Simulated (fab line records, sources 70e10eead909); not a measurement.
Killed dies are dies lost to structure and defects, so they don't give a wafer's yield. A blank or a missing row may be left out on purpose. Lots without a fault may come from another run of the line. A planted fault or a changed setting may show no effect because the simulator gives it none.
Chamber matching | flow nand_harc | NHARC_P_BONDPAD_CMP_32 on cmp-04: 4 sister chambers
The step polishes SiCN, target thk 200 nm. 4 wafers are shown with their chamber, then 9 later ones without.

WAFERS WITH THEIR CHAMBER
wafer  | chamber | motor_current_A (A)
L085.5 | 0       | 12.6
L087.1 | 3       | 11.6
L087.2 | 1       | 12.4
L087.4 | 2       | 12.1

WAFERS WITHOUT THEIR CHAMBER
wafer  | motor_current_A (A)
L088.2 | 12.0
L088.4 | 13.1
L088.5 | 11.5
L090.1 | 13.8
L090.3 | 12.1
L090.6 | 12.1
L095.1 | 12.4
L095.2 | 12.4
L095.5 | 13.0

WHICH CHAMBER EACH WENT THROUGH
wafer  | from the rows above               | in truth
L088.2 | can't be placed: 2 or 1 or 3 or 0 | 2
L088.4 | can't be placed: 0 or 1 or 2      | 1
L088.5 | can't be placed: 3 or 2 or 1      | 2
L090.1 | can't be placed: 0 or 1 or 2      | 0
L090.3 | can't be placed: 2 or 1 or 0 or 3 | 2
L090.6 | can't be placed: 2 or 1 or 0 or 3 | 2
L095.1 | can't be placed: 1 or 0 or 2 or 3 | 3
L095.2 | can't be placed: 1 or 0 or 2 or 3 | 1
L095.5 | can't be placed: 0 or 1 or 2      | 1
Placed correctly: 0 of 9. Can't be placed from these rows: 9 (the true chamber is among the candidates in 9). Placed wrongly: 0.
How it was worked out, from the rows above alone: a wafer's distance from a chamber is the root of the sum, over the readings, of the square of ((its reading less the chamber's mean) divided by the reading's scatter). The wafer belongs to the nearest chamber; if the next one is less than 2 further off, it can't be placed. A chamber's mean is the mean of its shown wafers. The scatter: with one shown wafer a chamber, the root of the mean of the squares of how far each hidden wafer lies from its nearest shown one.
